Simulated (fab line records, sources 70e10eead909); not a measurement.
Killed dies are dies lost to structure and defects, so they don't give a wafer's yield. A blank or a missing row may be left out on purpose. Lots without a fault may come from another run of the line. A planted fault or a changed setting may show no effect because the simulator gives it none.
Which tool did it? | flow nand_harc | 24 lots, 72 wafers sampled, at 6 steps of a route of 1302

WHAT THE GAUGES READ, wafer by wafer
The record holds no reading of a measuring or inspecting step that can be judged against a usual standard deviation.

WHICH TOOL RAN EACH LOT (tool, then ch and the chambers of the sampled wafers, then the start)
lot  | NHARC_A_STAIRCASE_TRIM_200                    | NHARC_A_STAIRCASE_ETCH_201                    | NHARC_A_STAIRCASE_TRIM_220         | NHARC_A_STAIRCASE_STRIP_238          | NHARC_A_STAIRCASE_DEP_259       | NHARC_A_STAIRCASE_STRIP_274
L074 | rie_diel-07 ch 0,1, day 16 05:35 or earlier   | rie_diel-07 ch 1,2,3, day 16 05:35 or earlier | rie_diel-02 ch 1,2,3, day 16 05:35 | plasma_asher-01 ch 0,1, day 16 07:44 | pecvd-04 ch 0,2, day 16 14:42   | rie_diel-07 ch 1,3, no start
L075 | rie_diel-02 ch 0,1,2, day 16 06:32 or earlier | rie_diel-02 ch 0,2,3, day 16 06:32 or earlier | rie_diel-04 ch 1,2,3, day 16 06:32 | plasma_asher-02 ch 0,1, day 16 08:37 | pecvd-02 ch 0,2, day 16 19:03   | rie_diel-04 ch 0,2,3, no start
L076 | rie_diel-04 ch 0,1,3, day 16 20:53 or earlier | rie_diel-04 ch 0,2,3, day 16 20:53 or earlier | rie_diel-07 ch 0,1,3, day 16 20:53 | plasma_asher-01 ch 0,1, day 16 22:59 | pecvd-04 ch 0,2, day 17 04:22   | rie_diel-04 ch 0,3, no start
L077 | rie_diel-02 ch 0,2, day 17 09:41 or earlier   | rie_diel-02 ch 2,3, day 17 09:41 or earlier   | rie_diel-04 ch 0,1,3, day 17 09:41 | plasma_asher-01 ch 1, day 17 11:59   | pecvd-02 ch 1,2, day 17 16:23   | rie_diel-04 ch 0,1, no start
L078 | rie_diel-07 ch 0,1,3, day 17 22:18 or earlier | rie_diel-07 ch 1,3, day 17 22:18 or earlier   | rie_diel-07 ch 0,2,3, day 17 22:18 | plasma_asher-01 ch 0,1, day 18 00:23 | pecvd-03 ch 0,1,2, day 18 06:13 | rie_diel-07 ch 0,1,3, no start
L079 | rie_diel-02 ch 1,3, day 18 02:28 or earlier   | rie_diel-02 ch 0,2,3, day 18 02:28 or earlier | rie_diel-02 ch 1,2, day 18 02:28   | plasma_asher-01 ch 0,1, day 18 04:34 | pecvd-04 ch 1,2, day 18 08:58   | rie_diel-02 ch 0,1,2, no start
L080 | rie_diel-07 ch 0,3, day 18 17:50 or earlier   | rie_diel-07 ch 0,1,2, day 18 17:50 or earlier | rie_diel-04 ch 1,2, day 18 17:50   | plasma_asher-01 ch 0,1, day 18 20:28 | pecvd-04 ch 0,2, day 19 01:19   | rie_diel-02 ch 1,2, no start
L081 | rie_diel-04 ch 1,2,3, day 20 01:40 or earlier | rie_diel-04 ch 0,3, day 20 01:40 or earlier   | rie_diel-07 ch 2,3, day 20 01:40   | plasma_asher-02 ch 0,1, day 20 06:43 | pecvd-03 ch 0,1, day 20 13:25   | rie_diel-02 ch 0,1,3, no start
L082 | rie_diel-07 ch 0,1, day 20 07:23 or earlier   | rie_diel-07 ch 1,3, day 20 07:23 or earlier   | rie_diel-02 ch 1,2, day 20 07:23   | plasma_asher-02 ch 0,1, day 20 09:49 | pecvd-02 ch 0,1,2, day 20 14:10 | rie_diel-04 ch 1,2,3, no start
L083 | rie_diel-07 ch 0,2, day 20 10:35 or earlier   | rie_diel-07 ch 0,2,3, day 20 10:35 or earlier | rie_diel-04 ch 0,3, day 20 10:35   | plasma_asher-02 ch 0,1, day 20 12:43 | pecvd-03 ch 1,2, day 20 17:05   | rie_diel-04 ch 0,2,3, no start
L084 | rie_diel-04 ch 0,1,3, day 20 11:34 or earlier | rie_diel-04 ch 0,2,3, day 20 11:34 or earlier | rie_diel-02 ch 0,1,2, day 20 11:34 | plasma_asher-01 ch 0,1, day 20 13:38 | pecvd-04 ch 1,2, day 20 18:01   | rie_diel-04 ch 0,1,3, no start
L086 | rie_diel-02 ch 0,2,3, day 21 08:58 or earlier | rie_diel-02 ch 0,3, day 21 08:58 or earlier   | rie_diel-02 ch 0,2,3, day 21 08:58 | plasma_asher-01 ch 0,1, day 21 11:03 | pecvd-02 ch 0,2, day 21 16:03   | rie_diel-04 ch 0,1,2, no start
L085 | rie_diel-07 ch 1,3, day 21 11:56 or earlier   | rie_diel-07 ch 0,1,2, day 21 11:56 or earlier | rie_diel-02 ch 0,2,3, day 21 11:56 | plasma_asher-01 ch 0,1, day 21 14:02 | pecvd-04 ch 1,2, day 21 22:07   | rie_diel-02 ch 0,1, no start
L087 | rie_diel-02 ch 0,2,3, day 21 20:50 or earlier | rie_diel-02 ch 0,1,3, day 21 20:50 or earlier | rie_diel-07 ch 1,2, day 21 20:50   | plasma_asher-02 ch 0, day 21 23:58   | pecvd-04 ch 0,1,2, day 22 05:59 | rie_diel-07 ch 1,2,3, no start
L088 | rie_diel-07 ch 0,1,3, day 22 04:04 or earlier | rie_diel-07 ch 2,3, day 22 04:04 or earlier   | rie_diel-02 ch 0,3, day 22 04:04   | plasma_asher-02 ch 0,1, day 22 06:10 | pecvd-02 ch 0,2, day 22 13:25   | rie_diel-07 ch 0,1, no start
L089 | rie_diel-07 ch 1,2,3, day 22 05:25 or earlier | rie_diel-07 ch 0,2,3, day 22 05:25 or earlier | rie_diel-02 ch 1,2,3, day 22 05:25 | plasma_asher-02 ch 0,1, day 22 07:50 | pecvd-04 ch 1,2, day 22 14:04   | rie_diel-02 ch 0,1,3, no start
L090 | rie_diel-07 ch 0,1,2, day 23 03:40 or earlier | rie_diel-07 ch 1,2,3, day 23 03:40 or earlier | rie_diel-07 ch 0,1,2, day 23 03:40 | plasma_asher-02 ch 0,1, day 23 06:04 | pecvd-03 ch 0,1,2, day 23 10:22 | rie_diel-07 ch 1,2,3, no start
L091 | rie_diel-02 ch 0,3, day 23 13:16 or earlier   | rie_diel-02 ch 0,2,3, day 23 13:16 or earlier | rie_diel-07 ch 1,2,3, day 23 13:16 | plasma_asher-02 ch 0,1, day 23 15:29 | pecvd-02 ch 0,1, day 23 20:58   | rie_diel-02 ch 0,1, no start
L092 | rie_diel-02 ch 0,2, day 23 15:52 or earlier   | rie_diel-02 ch 1,3, day 23 15:52 or earlier   | rie_diel-07 ch 1,3, day 23 15:52   | plasma_asher-01 ch 0,1, day 23 17:56 | pecvd-04 ch 0,2, day 24 02:22   | rie_diel-02 ch 0,1,3, no start
L094 | rie_diel-04 ch 0,2,3, day 25 03:45 or earlier | rie_diel-04 ch 0,1,3, day 25 03:45 or earlier | rie_diel-07 ch 0,1,2, day 25 03:45 | plasma_asher-02 ch 0,1, day 25 05:50 | pecvd-02 ch 0,2, day 25 12:06   | rie_diel-02 ch 0,1,3, no start
L095 | rie_diel-07 ch 2,3, day 25 05:32 or earlier   | rie_diel-07 ch 0,1,2, day 25 05:32 or earlier | rie_diel-04 ch 0,1,3, day 25 05:32 | plasma_asher-02 ch 0,1, day 25 07:56 | pecvd-04 ch 0,1,2, day 25 12:50 | rie_diel-04 ch 0,3, no start
L093 | rie_diel-04 ch 0,3, day 25 06:17 or earlier   | rie_diel-04 ch 0,1, day 25 06:17 or earlier   | rie_diel-07 ch 0,1,2, day 25 06:17 | plasma_asher-01 ch 0,1, day 25 08:52 | pecvd-04 ch 0,2, day 25 14:00   | rie_diel-02 ch 0,2, no start
L097 | rie_diel-07 ch 1,2,3, day 25 20:36 or earlier | rie_diel-07 ch 0,1,3, day 25 20:36 or earlier | rie_diel-02 ch 1,2,3, day 25 20:36 | plasma_asher-01 ch 0,1, day 25 22:41 | pecvd-03 ch 0,1, day 26 05:03   | rie_diel-02 ch 1,3, no start
L096 | rie_diel-07 ch 2,3, day 25 22:34 or earlier   | rie_diel-07 ch 0,2,3, day 25 22:34 or earlier | rie_diel-04 ch 0,2,3, day 25 22:34 | plasma_asher-01 ch 0,1, day 26 00:38 | pecvd-02 ch 0,1, day 26 07:54   | rie_diel-07 ch 1,2, no start
- NHARC_A_STAIRCASE_TRIM_200: chemistry O2, time 211.2 s.
- NHARC_A_STAIRCASE_ETCH_201: etches the open film in C4F8/O2, target depth 100 nm, time 40.5 s.
- NHARC_A_STAIRCASE_TRIM_220: chemistry O2, time 211.2 s.
- NHARC_A_STAIRCASE_STRIP_238: strips in O2.
- NHARC_A_STAIRCASE_DEP_259: deposits SiON, target thk 30 nm.
- NHARC_A_STAIRCASE_STRIP_274: strips in O2.

WHAT THE TOOLS THEMSELVES READ (means of the sampled wafers that have a number; where no wafer has one, the mark that the record gives instead)
NHARC_A_STAIRCASE_TRIM_200. Usual: drypump_motor_current_A 5.8 A, standard deviation 0.55; mfc_ar_sccm 0.005 sccm, standard deviation 0.0091; oes_product_au 0.999 a.u., standard deviation 0.0089; rf_vpp_V 57.8 V, standard deviation 0.89; showerhead_plenum_p_Torr 3.53 Torr, standard deviation 0.15; throttle_valve_pct 17.035 %, standard deviation 0.0091.
lot  | tool        | drypump_motor_current_A (A) | mfc_ar_sccm (sccm) | oes_product_au (a.u.) | rf_vpp_V (V) | showerhead_plenum_p_Torr (Torr) | throttle_valve_pct (%) | flag
L074 | rie_diel-07 | 6.1                         | 0.016              | 0.995                 | 58.2         | 3.70                            | 17.041                 |
L075 | rie_diel-02 | 5.3                         | 0.004              | 1.004                 | 58.3         | 3.34                            | 17.036                 |
L076 | rie_diel-04 | 6.3                         | 0.000              | 0.998                 | 58.0         | 3.47                            | 17.031                 |
L077 | rie_diel-02 | 5.1                         | 0.003              | 1.009                 | 58.2         | 3.29                            | 17.043                 |
L078 | rie_diel-07 | 5.7                         | 0.008              | 0.996                 | 57.9         | 3.58                            | 17.039                 |
L079 | rie_diel-02 | 5.5                         | 0.002              | 0.992                 | 57.1         | 3.46                            | 17.033                 |
L080 | rie_diel-07 | 5.5                         | 0.000              | 0.995                 | 58.1         | 3.47                            | 17.032                 |
L081 | rie_diel-04 | 6.4                         | 0.008              | 1.006                 | 57.5         | 3.49                            | 17.041                 |
L082 | rie_diel-07 | 6.1                         | 0.008              | 0.988                 | 57.8         | 3.63                            | 17.040                 |
L083 | rie_diel-07 | 6.2                         | 0.000              | 1.003                 | 58.2         | 3.56                            | 17.033                 |
L084 | rie_diel-04 | 6.3                         | 0.000              | 1.006                 | 57.3         | 3.45                            | 17.036                 |
L086 | rie_diel-02 | 5.2                         | 0.001              | 0.988                 | 57.8         | 3.53                            | 17.043                 |
L085 | rie_diel-07 | 5.8                         | 0.016              | 0.994                 | 58.0         | 3.63                            | 17.035                 |
L087 | rie_diel-02 | 5.2                         | 0.001              | 0.992                 | 57.8         | 3.53                            | 17.034                 |
L088 | rie_diel-07 | 5.7                         | 0.008              | 0.997                 | 58.5         | 3.57                            | 17.039                 |
L089 | rie_diel-07 | 5.9                         | 0.008              | 1.003                 | 57.4         | 3.56                            | 17.037                 |
L090 | rie_diel-07 | 6.2                         | 0.008              | 1.006                 | 58.4         | 3.61                            | 17.036                 |
L091 | rie_diel-02 | 5.1                         | 0.003              | 0.999                 | 57.7         | 3.67                            | 17.027                 |
L092 | rie_diel-02 | 5.3                         | 0.001              | 0.991                 | 57.2         | 3.47                            | 17.046                 |
L094 | rie_diel-04 | 6.1                         | 0.008              | 1.005                 | 57.9         | 3.53                            | 17.028                 |
L095 | rie_diel-07 | 5.6                         | 0.000              | 0.998                 | 57.6         | 3.44                            | 17.041                 |
L093 | rie_diel-04 | 6.1                         | 0.000              | 1.008                 | 58.3         | 3.54                            | 17.034                 |
L097 | rie_diel-07 | 5.9                         | 0.008              | 1.008                 | 56.9         | 3.54                            | 17.025                 |
L096 | rie_diel-07 | 5.6                         | 0.000              | 1.002                 | 57.6         | 3.43                            | 17.033                 |

NHARC_A_STAIRCASE_ETCH_201. Usual: oes_product_au 0.941 a.u., standard deviation 0.01; rf_vpp_V 896 V, standard deviation 5.4.
lot  | tool        | oes_product_au (a.u.) | rf_vpp_V (V) | flag
L074 | rie_diel-07 | 0.949                 | 898          |
L075 | rie_diel-02 | 0.955                 | 890          |
L076 | rie_diel-04 | 0.936                 | 890          |
L077 | rie_diel-02 | 0.933                 | 891          |
L078 | rie_diel-07 | 0.939                 | 900          |
L079 | rie_diel-02 | 0.936                 | 896          |
L080 | rie_diel-07 | 0.938                 | 899          |
L081 | rie_diel-04 | 0.943                 | 890          |
L082 | rie_diel-07 | 0.918                 | 900          |
L083 | rie_diel-07 | 0.929                 | 895          |
L084 | rie_diel-04 | 0.938                 | 890          |
L086 | rie_diel-02 | 0.935                 | 897          |
L085 | rie_diel-07 | 0.955                 | 898          |
L087 | rie_diel-02 | 0.938                 | 897          |
L088 | rie_diel-07 | 0.935                 | 894          |
L089 | rie_diel-07 | 0.935                 | 896          |
L090 | rie_diel-07 | 0.935                 | 897          |
L091 | rie_diel-02 | 0.942                 | 895          |
L092 | rie_diel-02 | 0.944                 | 892          |
L094 | rie_diel-04 | 0.933                 | 898          |
L095 | rie_diel-07 | 0.949                 | 898          |
L093 | rie_diel-04 | 0.949                 | 904          |
L097 | rie_diel-07 | 0.946                 | 896          |
L096 | rie_diel-07 | 0.943                 | 895          |

NHARC_A_STAIRCASE_TRIM_220. Usual: drypump_motor_current_A 5.8 A, standard deviation 0.54; mfc_ar_sccm 0.004 sccm, standard deviation 0.0081; oes_product_au 0.999 a.u., standard deviation 0.008; rf_vpp_V 57.8 V, standard deviation 0.89; showerhead_plenum_p_Torr 3.50 Torr, standard deviation 0.15; throttle_valve_pct 17.037 %, standard deviation 0.0092.
lot  | tool        | drypump_motor_current_A (A) | mfc_ar_sccm (sccm) | oes_product_au (a.u.) | rf_vpp_V (V) | showerhead_plenum_p_Torr (Torr) | throttle_valve_pct (%) | flag
L074 | rie_diel-02 | 5.5                         | 0.002              | 1.010                 | 57.9         | 3.42                            | 17.037                 |
L075 | rie_diel-04 | 6.4                         | 0.008              | 0.998                 | 57.9         | 3.50                            | 17.038                 |
L076 | rie_diel-07 | 5.8                         | 0.008              | 1.000                 | 57.1         | 3.59                            | 17.032                 |
L077 | rie_diel-04 | 6.3                         | 0.000              | 1.001                 | 57.5         | 3.46                            | 17.035                 |
L078 | rie_diel-07 | 5.9                         | 0.000              | 0.998                 | 57.4         | 3.52                            | 17.028                 |
L079 | rie_diel-02 | 5.6                         | 0.005              | 0.988                 | 56.9         | 3.38                            | 17.041                 |
L080 | rie_diel-04 | 6.6                         | 0.008              | 0.997                 | 58.2         | 3.56                            | 17.041                 |
L081 | rie_diel-07 | 5.6                         | 0.000              | 0.996                 | 57.3         | 3.46                            | 17.033                 |
L082 | rie_diel-02 | 5.5                         | 0.002              | 0.990                 | 58.1         | 3.35                            | 17.042                 |
L083 | rie_diel-04 | 6.1                         | 0.000              | 0.999                 | 57.4         | 3.34                            | 17.032                 |
L084 | rie_diel-02 | 5.3                         | 0.004              | 0.999                 | 57.7         | 3.51                            | 17.034                 |
L086 | rie_diel-02 | 5.2                         | 0.001              | 0.996                 | 57.9         | 3.53                            | 17.043                 |
L085 | rie_diel-02 | 5.2                         | 0.001              | 1.001                 | 57.2         | 3.53                            | 17.044                 |
L087 | rie_diel-07 | 6.2                         | 0.016              | 0.995                 | 58.3         | 3.67                            | 17.038                 |
L088 | rie_diel-02 | 5.1                         | 0.003              | 1.005                 | 58.4         | 3.68                            | 17.025                 |
L089 | rie_diel-02 | 5.5                         | 0.002              | 0.995                 | 57.4         | 3.39                            | 17.037                 |
L090 | rie_diel-07 | 6.2                         | 0.008              | 1.000                 | 58.4         | 3.61                            | 17.040                 |
L091 | rie_diel-07 | 5.9                         | 0.008              | 1.004                 | 56.8         | 3.55                            | 17.028                 |
L092 | rie_diel-07 | 5.4                         | 0.008              | 1.001                 | 58.2         | 3.51                            | 17.044                 |
L094 | rie_diel-07 | 6.2                         | 0.008              | 1.002                 | 58.6         | 3.60                            | 17.037                 |
L095 | rie_diel-04 | 6.3                         | 0.000              | 0.992                 | 58.3         | 3.60                            | 17.038                 |
L093 | rie_diel-07 | 6.2                         | 0.008              | 0.998                 | 57.9         | 3.60                            | 17.028                 |
L097 | rie_diel-02 | 5.5                         | 0.002              | 0.998                 | 57.5         | 3.38                            | 17.044                 |
L096 | rie_diel-04 | 6.1                         | 0.008              | 1.006                 | 57.1         | 3.53                            | 17.038                 |

NHARC_A_STAIRCASE_STRIP_238. Usual: drypump_motor_current_A 6.1 A, standard deviation 0.47; heater_power_w 317 W, standard deviation 22.
lot  | tool            | drypump_motor_current_A (A) | heater_power_w (W) | flag
L074 | plasma_asher-01 | 5.8                         | 301                |
L075 | plasma_asher-02 | 6.0                         | 306                |
L076 | plasma_asher-01 | 5.8                         | 301                |
L077 | plasma_asher-01 | 6.5                         | 300                |
L078 | plasma_asher-01 | 6.2                         | 305                |
L079 | plasma_asher-01 | 5.8                         | 308                |
L080 | plasma_asher-01 | 6.2                         | 305                |
L081 | plasma_asher-02 | 6.0                         | 317                |
L082 | plasma_asher-02 | 6.3                         | 340                |
L083 | plasma_asher-02 | 6.3                         | 335                |
L084 | plasma_asher-01 | 5.9                         | 308                |
L086 | plasma_asher-01 | 6.2                         | 302                |
L085 | plasma_asher-01 | 6.1                         | 302                |
L087 | plasma_asher-02 | 6.6                         | 348                |
L088 | plasma_asher-02 | 6.0                         | 319                |
L089 | plasma_asher-02 | 6.3                         | 336                |
L090 | plasma_asher-02 | 6.3                         | 337                |
L091 | plasma_asher-02 | 6.0                         | 315                |
L092 | plasma_asher-01 | 5.8                         | 316                |
L094 | plasma_asher-02 | 6.0                         | 313                |
L095 | plasma_asher-02 | 6.0                         | 316                |
L093 | plasma_asher-01 | 5.9                         | 310                |
L097 | plasma_asher-01 | 5.8                         | 316                |
L096 | plasma_asher-01 | 5.9                         | 319                |

NHARC_A_STAIRCASE_DEP_259. Usual: heater_power_w 755 W, standard deviation 91; showerhead_vpp_V 1155 V, standard deviation 49.
lot  | tool     | heater_power_w (W) | showerhead_vpp_V (V) | flag
L074 | pecvd-04 | 782                | 1174                 |
L075 | pecvd-02 | 794                | 1186                 |
L076 | pecvd-04 | 743                | 1184                 |
L077 | pecvd-02 | 861                | 1143                 |
L078 | pecvd-03 | 740                | 1088                 |
L079 | pecvd-04 | 643                | 1179                 |
L080 | pecvd-04 | 757                | 1171                 |
L081 | pecvd-03 | 759                | 1103                 |
L082 | pecvd-02 | 806                | 1162                 |
L083 | pecvd-03 | 711                | 1124                 |
L084 | pecvd-04 | 642                | 1200                 |
L086 | pecvd-02 | 832                | 1177                 |
L085 | pecvd-04 | 724                | 1170                 |
L087 | pecvd-04 | 730                | 1182                 |
L088 | pecvd-02 | 868                | 1155                 |
L089 | pecvd-04 | 663                | 1176                 |
L090 | pecvd-03 | 772                | 1098                 |
L091 | pecvd-02 | 721                | 1188                 |
L092 | pecvd-04 | 619                | 1171                 |
L094 | pecvd-02 | 813                | 1142                 |
L095 | pecvd-04 | 716                | 1186                 |
L093 | pecvd-04 | 740                | 1174                 |
L097 | pecvd-03 | 716                | 1098                 |
L096 | pecvd-02 | 826                | 1194                 |

NHARC_A_STAIRCASE_STRIP_274. Usual: drypump_motor_current_A 5.8 A, standard deviation 0.54; mfc_ar_sccm 0.005 sccm, standard deviation 0.0083; oes_product_au 0.997 a.u., standard deviation 0.0082; rf_vpp_V 57.8 V, standard deviation 0.88; showerhead_plenum_p_Torr 3.49 Torr, standard deviation 0.16; throttle_valve_pct 17.037 %, standard deviation 0.0097.
lot  | tool        | drypump_motor_current_A (A) | mfc_ar_sccm (sccm) | oes_product_au (a.u.) | rf_vpp_V (V) | showerhead_plenum_p_Torr (Torr) | throttle_valve_pct (%) | flag
L074 | rie_diel-07 | 5.4                         | 0.008              | 0.996                 | 58.1         | 3.54                            | 17.044                 |
L075 | rie_diel-04 | 6.2                         | 0.008              | 1.005                 | 57.8         | 3.40                            | 17.035                 |
L076 | rie_diel-04 | 6.0                         | 0.000              | 1.005                 | 57.7         | 3.36                            | 17.045                 |
L077 | rie_diel-04 | 6.5                         | 0.000              | 1.001                 | 57.9         | 3.52                            | 17.038                 |
L078 | rie_diel-07 | 5.7                         | 0.008              | 0.989                 | 57.5         | 3.58                            | 17.031                 |
L079 | rie_diel-02 | 5.3                         | 0.004              | 0.987                 | 57.5         | 3.51                            | 17.036                 |
L080 | rie_diel-02 | 5.6                         | 0.005              | 0.990                 | 57.2         | 3.38                            | 17.036                 |
L081 | rie_diel-02 | 5.3                         | 0.004              | 0.991                 | 57.7         | 3.56                            | 17.038                 |
L082 | rie_diel-04 | 6.4                         | 0.008              | 1.006                 | 57.9         | 3.48                            | 17.040                 |
L083 | rie_diel-04 | 6.1                         | 0.008              | 1.002                 | 57.4         | 3.38                            | 17.042                 |
L084 | rie_diel-04 | 6.3                         | 0.000              | 0.995                 | 58.6         | 3.45                            | 17.028                 |
L086 | rie_diel-04 | 6.4                         | 0.008              | 1.000                 | 58.3         | 3.43                            | 17.043                 |
L085 | rie_diel-02 | 5.4                         | 0.006              | 0.994                 | 58.3         | 3.52                            | 17.038                 |
L087 | rie_diel-07 | 5.9                         | 0.008              | 1.002                 | 57.6         | 3.56                            | 17.035                 |
L088 | rie_diel-07 | 6.1                         | 0.008              | 0.998                 | 58.1         | 3.62                            | 17.024                 |
L089 | rie_diel-02 | 5.3                         | 0.004              | 0.991                 | 57.0         | 3.55                            | 17.034                 |
L090 | rie_diel-07 | 5.9                         | 0.008              | 1.001                 | 57.7         | 3.55                            | 17.029                 |
L091 | rie_diel-02 | 5.4                         | 0.006              | 0.992                 | 56.7         | 3.52                            | 17.047                 |
L092 | rie_diel-02 | 5.3                         | 0.004              | 0.995                 | 58.0         | 3.54                            | 17.034                 |
L094 | rie_diel-02 | 5.3                         | 0.004              | 1.004                 | 58.5         | 3.54                            | 17.033                 |
L095 | rie_diel-04 | 6.1                         | 0.000              | 1.000                 | 58.2         | 3.67                            | 17.039                 |
L093 | rie_diel-02 | 5.1                         | 0.003              | 1.008                 | 58.2         | 3.62                            | 17.039                 |
L097 | rie_diel-02 | 5.6                         | 0.005              | 0.999                 | 57.7         | 3.40                            | 17.048                 |
L096 | rie_diel-07 | 6.2                         | 0.016              | 0.996                 | 58.0         | 3.65                            | 17.030                 |

THE ANSWER, worked out from the rows above alone
Rule: a lot is off if the mean of its wafers that have a number lies more than 3 standard deviations from the usual mean. A lot without any number at a reading at which 4 lots or more have one is off too. The other lots that the step has rows for count as sound. The gauges are gone through in route order, then the tools' own readings, and for those a lot's mean is taken as printed above. The first step at which some lot is off is used, and at that step the reading that is off furthest; a lot without a number counts as furthest.
No lot is off at any reading shown: from this, nothing can be told.

WHAT THE SIMULATOR HAD PUT IN
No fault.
